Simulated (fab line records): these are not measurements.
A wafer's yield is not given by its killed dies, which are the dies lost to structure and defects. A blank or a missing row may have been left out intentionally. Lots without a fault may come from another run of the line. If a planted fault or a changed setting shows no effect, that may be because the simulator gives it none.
fab line records	flow nand-harc
[record] lots = 6	wafers = 18	last-day = 23
route steps=1159 shown A_M1@1047 A_BONDPAD@1059 END@1159
lots with no fault: from the same line, run without faults
start-h: hours from the record's opening day to when the first of the lot's shown wafers began	wait-h: time in hours since the lot's previous step	" the same as in the row above	L1.1+2: a row that stands for several wafers	- no value present, or no start provided	* or withheld: withheld	< > ~ a bound
route shown NAME@n: names a module that has steps shown in the file, with the first one's number in the route	usual: mean and standard deviation over wafers with no fault	same: alike in all rows	chamber/n: place in a boat	sites: readings site by site	_std_site: how widely they spread, as a standard deviation	_edge_site: the outer-site mean with the inner-site mean subtracted	radius-mm: for every site, how far away it sits from the centre of the wafer	mask NAME#n: copy n	behind: tool/chamber where the wafer was last shaped	hold: why the lot was held/for how many hours/how that ended	device: the n, p or np transistor that did not switch	end of line: at the end of the route, the tests of the same wafers	a step given without rows: its recipe and nothing more	killed: dies lost to structure and defects at the first sort, not the wafer's yield	map: the dies of a wafer, with x for killed, . for not killed, _ for no die there
set.NAME: the run value of the setting; set.NAME@STEP: its run value at that earlier step	model.NAME: the simulator's own value behind a step, which no gauge read
lots at selected steps of the route; one table per step, one row per wafer
services: when a tool's chamber went out of use (start-h, in hours from the record's first day, below 0 if earlier), for how many hours, and the reason
[[steps]]
[step NHARC_A_M1_PRE_CLEAN_30]
[recipe] time-s = 30	temp-c = 280	gas = H2/He
[step NHARC_A_M1_PVD_20]
[recipe] target-thk-a = 50	bias-v = 168.6	power-w = 15000	chamber-pressure-pa = 0.12	time-s = 8.06	substrate-temp-c = 50	material = TaN
[usual] throttle-valve-pct = 30.2/1.3
lot.wafer	tool	chamber	start-h	wait-h	throttle-valve-pct
L868.3	pvd-sputter-03	-	-	-	30.0
L868.6	"	-	"	"	29.6
L868.5	"	-	"	"	28.5
L873.2	pvd-sputter-03	-	-	-	30.7
L873.4	"	-	"	"	29.8
L873.6	"	-	"	"	28.5
L877.3	pvd-sputter-03	-	-	-	30.7
L877.1	"	-	"	"	33.0
L877.5	"	-	"	"	30.6
L878.2	pvd-sputter-03	-	-	-	31.9
L878.3	"	-	"	"	29.0
L878.1	"	-	"	"	28.6
L888.4	pvd-sputter-02	-	-	-	31.1
L888.1	"	-	"	"	31.4
L888.3	"	-	"	"	29.8
L886.4	pvd-sputter-02	-	-	-	31.1
L886.1	"	-	"	"	29.8
L886.6	"	-	"	"	31.1
[step NHARC_A_M1_PVD_21]
[recipe] target-thk-a = 300	chamber-pressure-pa = 5	power-w = 5000	substrate-temp-c = 30	time-s = 20.49	material = Cu
[step NHARC_A_M1_ECD_22]
[recipe] target-thk-a = 4000	bath-temp-c = 25	material = Cu
[step NHARC_A_M1_ANNEAL_31]
[recipe] temp-c = 225	time-s = 90
[usual] anneal-temp-c-max = 226.26/0.24	wafer_temp_C_max = 226.1/0.32
lot.wafer	tool	chamber	start-h	wait-h	anneal-temp-c-max	wafer_temp_C_max
L868.3	rtp-anneal-02	0	410.60	-	225.68	226.0
L868.5	"	0	"	"	226.43	226.2
L868.6	"	0	"	"	226.24	225.9
L873.2	rtp-anneal-01	0	444.61	0.3	226.07	226.1
L873.4	"	0	"	"	226.63	226.0
L873.6	"	0	"	"	226.12	226.4
L877.1	rtp-anneal-02	0	457.56	-	225.69	226.1
L877.3	"	0	"	"	225.97	226.3
L877.5	"	0	"	"	226.18	225.9
L878.1	rtp-anneal-02	0	470.40	0.3	226.34	226.1
L878.2	"	0	"	"	226.19	225.7
L878.3	"	0	"	"	226.12	226.2
L888.1	rtp-anneal-02	0	516.35	-	226.51	226.4
L888.3	"	0	"	"	226.61	225.8
L888.4	"	0	"	"	225.79	226.4
L886.1	rtp-anneal-01	0	517.48	-	226.22	226.3
L886.4	"	0	"	"	226.09	226.4
L886.6	"	0	"	"	226.13	226.7
[step NHARC_A_M1_CMP_23]
[recipe] t-overpolish-s = 20	target-thk-nm = 154.34
[usual] motor-current-A = 11.9/1.4	slurry-flow-ml-min = 150.0/0.47	time-to-endpoint-s = 27.5/2.4
lot.wafer	tool	chamber	start-h	wait-h	motor-current-A	slurry-flow-ml-min	time-to-endpoint-s
L868.3	cmp-03	1	410.91	-	15.0	151.5	30.1
L868.6	"	3	"	"	12.3	149.7	30.9
L868.5	"	0	"	"	13.1	149.5	26.9
L873.4	cmp-02	1	444.93	-	9.2	150.4	27.0
L873.2	"	2	"	"	10.8	149.3	26.2
L873.6	"	1	"	"	8.6	150.3	24.6
L877.3	cmp-02	2	458.04	-	11.0	149.7	24.0
L877.1	"	0	"	"	13.4	149.6	28.7
L877.5	"	2	"	"	11.1	150.6	25.9
L878.2	cmp-03	3	470.74	-	11.8	149.9	26.8
L878.1	"	1	"	"	15.1	150.0	24.8
L878.3	"	2	"	"	12.6	150.2	24.1
L888.4	cmp-03	0	516.70	-	12.6	149.3	27.6
L888.1	"	1	"	"	15.4	149.5	28.7
L888.3	"	3	"	"	12.4	148.8	29.1
L886.4	cmp-03	3	518.14	-	11.3	150.3	30.8
L886.1	"	2	"	"	13.0	149.5	27.2
L886.6	"	3	"	"	11.7	149.6	32.1
[step NHARC_A_M1_THK_MEAS_24]
[recipe] thk-meas-gauge = xrf
[usual] thk-nm = 153.9/1.4
lot.wafer	tool	chamber	start-h	wait-h	thk-nm
L868.3	film-metro-01	-	411.16	-	153.5
L868.5	"	-	"	"	153.2
L868.6	"	-	"	"	153.1
L873.2	film-metro-01	-	445.25	-	155.2
L873.4	"	-	"	"	152.2
L873.6	"	-	"	"	150.5
L877.1	film-metro-01	-	458.33	-	155.8
L877.3	"	-	"	"	152.9
L877.5	"	-	"	"	154.8
L878.1	film-metro-01	-	471.05	-	155.3
L878.2	"	-	"	"	156.0
L878.3	"	-	"	"	153.5
L888.1	film-metro-02	-	517.02	-	155.2
L888.3	"	-	"	"	156.8
L888.4	"	-	"	"	152.5
L886.1	film-metro-02	-	518.46	-	153.1
L886.4	"	-	"	"	155.4
L886.6	"	-	"	"	155.8
[step NHARC_A_M1_SRD_25]
[step NHARC_A_M1_INSPECT_27]
[usual] raw-defect-count = 442/110
lot.wafer	tool	chamber	start-h	wait-h	raw-defect-count
L868.3	defect-inspect-02	-	411.32	0.0	402
L868.5	"	-	"	"	344
L868.6	"	-	"	"	263
L873.2	defect-inspect-01	-	445.41	0.0	407
L873.4	"	-	"	"	470
L873.6	"	-	"	"	519
L877.1	defect-inspect-01	-	458.48	0.0	372
L877.3	"	-	"	"	359
L877.5	"	-	"	"	323
L878.1	defect-inspect-02	-	471.21	0.0	485
L878.2	"	-	"	"	459
L878.3	"	-	"	"	566
L888.1	defect-inspect-02	-	517.19	0.0	480
L888.3	"	-	"	"	385
L888.4	"	-	"	"	416
L886.1	defect-inspect-01	-	518.62	0.0	453
L886.4	"	-	"	"	359
L886.6	"	-	"	"	381
[step NHARC_A_M1_PRE_CLEAN_32]
[recipe] time-s = 12	temp-c = 370	rf-power-w = 300	gas = NH3
[step NHARC_A_M1_DEP_33]
[recipe] target-thk-a = 300	temp-c = 370	target-thk-nm = 30	pressure-torr = 3	flow-sccm = 200	rf-w = 450	material = SiCN
[usual] heater-power-w = 615/77	rf-fwd-power-W = 449.1/1.6	showerhead-vpp-V = 1352/48
lot.wafer	tool	chamber	start-h	wait-h	heater-power-w	rf-fwd-power-W	showerhead-vpp-V
L868.3	pecvd-04	1	411.51	0.1	607	447.9	1399
L868.6	"	0	"	"	548	450.9	1366
L868.5	"	1	"	"	615	449.4	1367
L873.2	pecvd-02	1	445.77	0.1	694	448.3	1379
L873.4	"	1	"	"	700	447.0	1381
L873.6	"	2	"	"	623	449.6	1370
L877.3	pecvd-03	1	458.67	0.1	662	452.2	1296
L877.1	"	2	"	"	697	450.3	1260
L877.5	"	1	"	"	661	451.8	1302
L878.1	pecvd-04	1	471.36	0.1	629	446.6	1350
L878.2	"	2	"	"	662	448.2	1365
L878.3	"	0	"	"	474	449.8	1346
L888.3	pecvd-03	0	519.09	0.1	459	451.7	1449
L888.1	"	1	"	"	622	449.8	1316
L888.4	"	2	"	"	668	447.3	1265
L886.1	pecvd-04	0	519.20	0.1	568	447.8	1363
L886.4	"	1	"	"	602	450.7	1379
L886.6	"	0	"	"	578	448.0	1377
[step NHARC_A_BONDPAD_DEP_00]
[recipe] target-thk-a = 2500	temp-c = 370	target-thk-nm = 250	pressure-torr = 3	flow-sccm = 200	rf-w = 450	material = SiCN
[usual] heater-power-w = 612/83	rf-fwd-power-W = 449.0/1.3	showerhead-vpp-V = 1319/61
lot.wafer	tool	chamber	start-h	wait-h	heater-power-w	rf-fwd-power-W	showerhead-vpp-V
L868.3	pecvd-01	1	412.06	-	517	448.1	1310
L868.6	"	0	"	"	692	450.5	1328
L868.5	"	2	"	"	736	448.9	1186
L873.2	pecvd-02	2	446.33	-	658	449.9	1359
L873.4	"	2	"	"	677	449.8	1388
L873.6	"	0	"	"	634	448.3	1311
L877.1	pecvd-01	1	459.39	-	500	450.5	1322
L877.3	"	0	"	"	653	269.2	1009
L877.5	"	1	"	"	514	450.0	1313
L878.2	pecvd-01	0	471.91	-	741	266.1	1016
L878.3	"	1	"	"	452	447.8	1325
L878.1	"	2	"	"	637	449.3	1190
L888.1	pecvd-04	0	519.67	-	518	448.3	1366
L888.3	"	1	"	"	575	448.9	1358
L888.4	"	0	"	"	514	448.5	1376
L886.1	pecvd-04	0	520.01	-	557	450.3	1364
L886.4	"	0	"	"	546	448.7	1364
L886.6	"	1	"	"	642	447.1	1372
[step NHARC_A_BONDPAD_CMP_29]
[recipe] target-thk-nm = 200	material = SiCN
[usual] motor-current-A = 12.2/1.5	slurry-flow-ml-min = 150.0/0.47
lot.wafer	tool	chamber	start-h	wait-h	motor-current-A	slurry-flow-ml-min
L868.3	cmp-03	3	412.48	-	11.8	150.0
L868.6	"	1	"	"	15.0	149.6
L868.5	"	2	"	"	12.8	150.2
L873.2	cmp-02	1	446.69	-	8.8	149.5
L873.4	"	3	"	"	11.7	149.9
L873.6	"	2	"	"	10.9	150.0
L877.3	cmp-02	3	459.88	-	11.6	149.8
L877.1	"	2	"	"	10.6	149.4
L877.5	"	0	"	"	14.0	150.2
L878.2	cmp-02	2	472.32	-	10.2	149.6
L878.1	"	3	"	"	12.2	150.3
L878.3	"	1	"	"	9.4	149.9
L888.1	cmp-03	0	520.17	0.4	13.3	150.1
L888.4	"	1	"	"	15.0	149.8
L888.3	"	2	"	"	13.7	150.6
L886.1	cmp-03	3	520.61	0.5	11.7	150.1
L886.4	"	1	"	"	13.6	148.8
L886.6	"	2	"	"	12.6	150.3
[step NHARC_END_SORT_01]
[recipe] temp-c = 25
[usual] defect-limited-yield = 95.1/1.6	killed-at-array = 29/11	killed-at-other = 0.7/1.1	killed-at-periphery = 2.9/2.2	killed-dies = 33/11	killed-open = 3.1/1.8	killed-short = 1.9/1.4	sort_bin_2_pct = 1.6/0.64	sort_bin_3_pct = 0.26/0.18	sort_bin_4_pct = 3.1/1.1	sort-n-pass = 644/11	sort-rim-yield-pct = 95.7/2.8	sort-yield-pct = 95.1/1.6
[same] gross-dies = 677	sort_bin_5_pct[%] = 0	sort_bin_6_pct[%] = 0	sort_bin_7_pct[%] = 0	sort_bin_8_pct[%] = 0	sort-rim-n-gross = 106.00
lot.wafer	tool	chamber	start-h	wait-h	defect-limited-yield[%]	killed-at-array	killed-at-other	killed-at-periphery	killed-dies	killed-open	killed-short	sort_bin_2_pct[%]	sort_bin_3_pct[%]	sort_bin_4_pct[%]	sort-n-pass	sort-rim-yield-pct[%]	sort-yield-pct[%]
L868.3	prober-02	0	462.90	8.0	96.6	16	0	7	23	4	2	0.7	0	2.7	654	100.0	96.6
L868.5	prober-02	0	464.47	8.5	96.6	15	0	8	23	3	0	0.9	0.15	2.4	654	96.2	96.6
L868.6	prober-02	0	465.26	8.8	95.4	20	0	11	31	3	4	1.2	0.59	2.8	646	95.3	95.4
L878.1	prober-01	0	513.60	2.5	94.5	33	1	3	37	3	1	1.5	0.15	3.8	640	95.3	94.5
L878.2	prober-01	0	514.39	2.8	96.8	21	0	1	22	4	1	1.0	0.15	2.1	655	97.2	96.8
L878.3	prober-01	0	515.19	3.1	94.8	30	2	3	35	1	0	1.8	0.15	3.2	642	91.5	94.8
L888.1	prober-02	0	555.24	2.5	97.3	12	0	6	18	4	0	1.2	0	1.5	659	98.1	97.3
L888.3	prober-02	0	556.84	3.1	96.5	23	0	1	24	1	1	1.0	0.30	2.2	653	92.5	96.5
L888.4	prober-02	0	557.64	3.4	96.2	21	0	5	26	3	3	0.6	0.15	3.1	651	98.1	96.2
L886.1	prober-01	0	555.24	2.5	92.9	43	1	4	48	5	2	2.1	0.15	4.9	629	90.6	92.9
L886.4	prober-01	0	557.64	3.4	92.3	51	0	1	52	5	0	2.5	0.74	4.4	625	97.2	92.3
L886.6	prober-01	0	559.24	4.0	92.5	50	0	1	51	2	1	2.5	0.44	4.6	626	88.7	92.5
// killed by level:class
L868.3 A_SLIT:chamber-film-flake=10 P_CONTACT:chamber-film-flake=3 A_CONTACT:chamber-film-flake=2 P_GATE:geometric-particle:open=1 P_M0:geometric-particle:short=1 A_CHANNEL_HOLE_D1:geometric-particle:open=1 A_CHANNEL_FILL_D1:geometric-particle:open=1 A_CONTACT:geometric-particle:open=1
L868.5 A_SLIT:chamber-film-flake=6 P_ZERO_WELL:chamber-film-flake=3 P_GATE:chamber-film-flake=3 A_CHANNEL_HOLE_D1:chamber-film-flake=3 A_CONTACT:geometric-particle:open=2 P_CONTACT:chamber-film-flake=2 A_CONTACT:chamber-film-flake=2 A_CHANNEL_FILL_D1:geometric-particle:open=1
L868.6 A_SLIT:chamber-film-flake=7 P_CONTACT:chamber-film-flake=6 A_CHANNEL_HOLE_D1:chamber-film-flake=5 P_GATE:chamber-film-flake=3 P_M0:geometric-particle:open=2 A_CONTACT:chamber-film-flake=2 A_CHANNEL_HOLE_D1:geometric-particle:short=1 A_CHANNEL_FILL_D1:geometric-particle:short=1
L878.1 A_SLIT:chamber-film-flake=15 A_CONTACT:chamber-film-flake=5 A_ZERO_WELL:chamber-film-flake=3 A_SGD_CUT:chamber-film-flake=3 A_CHANNEL_HOLE_D1:chamber-film-flake=3 A_CHANNEL_FILL_D1:chamber-film-flake=2 P_GATE:geometric-particle:open=1 P_CONTACT:geometric-particle:open=1
L878.2 A_SLIT:chamber-film-flake=8 A_CONTACT:chamber-film-flake=3 A_M0:geometric-particle:open=2 A_CHANNEL_HOLE_D1:chamber-film-flake=2 A_SGD_CUT:chamber-film-flake=2 P_GATE:geometric-particle:open=1 A_CONTACT:geometric-particle:open=1 A_CONTACT:geometric-particle:short=1
L878.3 A_SLIT:chamber-film-flake=9 A_CHANNEL_HOLE_D1:chamber-film-flake=6 A_SGD_CUT:chamber-film-flake=6 A_CONTACT:chamber-film-flake=6 A_STAIRCASE:chamber-film-flake=2 THIN_TSV:chamber-film-flake=2 P_CONTACT:geometric-particle:open=1 P_ZERO_WELL:chamber-film-flake=1
L888.1 A_CONTACT:chamber-film-flake=5 P_M0:chamber-film-flake=2 A_CHANNEL_HOLE_D1:chamber-film-flake=2 P_CONTACT:geometric-particle:open=1 P_M0:geometric-particle:open=1 P_M2:geometric-particle:open=1 A_CHANNEL_HOLE_D1:geometric-particle:open=1 P_GATE:chamber-film-flake=1
L886.1 A_CHANNEL_HOLE_D1:chamber-film-flake=15 A_SLIT:chamber-film-flake=12 A_STAIRCASE:chamber-film-flake=4 A_CONTACT:chamber-film-flake=4 A_M1:chamber-film-flake=3 P_M0:geometric-particle:open=2 A_SOURCE_PLATE:geometric-particle:open=2 P_M0:geometric-particle:short=1
L888.3 A_CHANNEL_HOLE_D1:chamber-film-flake=5 A_CHANNEL_FILL_D1:chamber-film-flake=4 A_WL_FILL:chamber-film-flake=3 A_CONTACT:chamber-film-flake=3 A_M1:chamber-film-flake=3 A_SLIT:chamber-film-flake=2 A_ONON_D1:geometric-particle:short=1 A_ONON_D1:geometric-particle:open=1
L888.4 A_CHANNEL_HOLE_D1:chamber-film-flake=8 A_STAIRCASE:chamber-film-flake=4 A_M1:chamber-film-flake=3 A_WL_FILL:geometric-particle:open=2 P_STI:chamber-film-flake=2 P_CONTACT:geometric-particle:short=1 P_M0:geometric-particle:short=1 A_SGD_CUT:geometric-particle:short=1
L886.4 A_CHANNEL_HOLE_D1:chamber-film-flake=24 A_SLIT:chamber-film-flake=15 A_WL_FILL:chamber-film-flake=3 A_CONTACT:chamber-film-flake=2 A_M1:chamber-film-flake=2 P_M0:geometric-particle:open=1 A_CONTACT:geometric-particle:open=1 A_BLC:geometric-particle:open=1
L886.6 A_CHANNEL_HOLE_D1:chamber-film-flake=18 A_SLIT:chamber-film-flake=18 A_CONTACT:chamber-film-flake=4 A_M1:chamber-film-flake=4 A_CHANNEL_FILL_D1:geometric-particle:open=2 A_CHANNEL_FILL_D1:chamber-film-flake=2 A_WL_FILL:geometric-particle:short=1 P_CONTACT:chamber-film-flake=1
[[services]]
tool	chamber	start-h	hours	kind
pecvd-03	-	390.62	0.5	repair
pvd-sputter-02	-	392.01	10.0	pm
cmp-03	-	404.40	0.5	repair
pvd-sputter-02	-	411.04	2.2	repair
pecvd-01	-	418.00	13.0	pm
cmp-02	-	422.50	4.0	pm
pecvd-03	0	440.29	4.2	repair
pecvd-02	-	442.43	0.7	repair
pecvd-04	2	450.28	15.4	repair
pecvd-02	0	455.95	11.6	repair
cmp-03	-	455.98	4.0	pm
pvd-sputter-03	-	459.21	10.0	pm
cmp-03	-	459.98	-	consumable-replace:conditioner
pecvd-03	-	473.42	13.0	pm
cmp-02	-	480.15	1.0	repair
pvd-sputter-03	-	481.22	5.5	repair
pecvd-02	-	497.13	0.3	repair
pecvd-03	0	508.13	4.5	repair
pecvd-03	-	510.43	0.7	repair
pecvd-01	0	512.35	2.2	repair
cmp-02	-	515.04	0.2	repair
pecvd-02	-	515.31	13.0	pm
pecvd-04	2	517.17	9.1	repair
cmp-02	-	517.69	3.3	repair
[[key]]
[first-sign] step = NHARC_A_BONDPAD_DEP_00	reading = rf-fwd-power-W	direction = down	sigmas = 99+	usual = *	struck = *
[effect] step = NHARC_A_BONDPAD_DEP_00	reading = showerhead-vpp-V	direction = down	sigmas = 5	usual = 1319	struck = 1012
met-at NHARC_A_BONDPAD_DEP_00
struck-wafers L877.3,L878.2
onset-between 412.06 459.39
[fault] kind = process-parameter-drift	tool = pecvd-01	chamber = 0	onset-h = 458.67	steps = NHARC_A_BONDPAD_DEP_00	channel = rf-w	offset = *	shape = step	end-h = 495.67	acts-in = *	stated = *
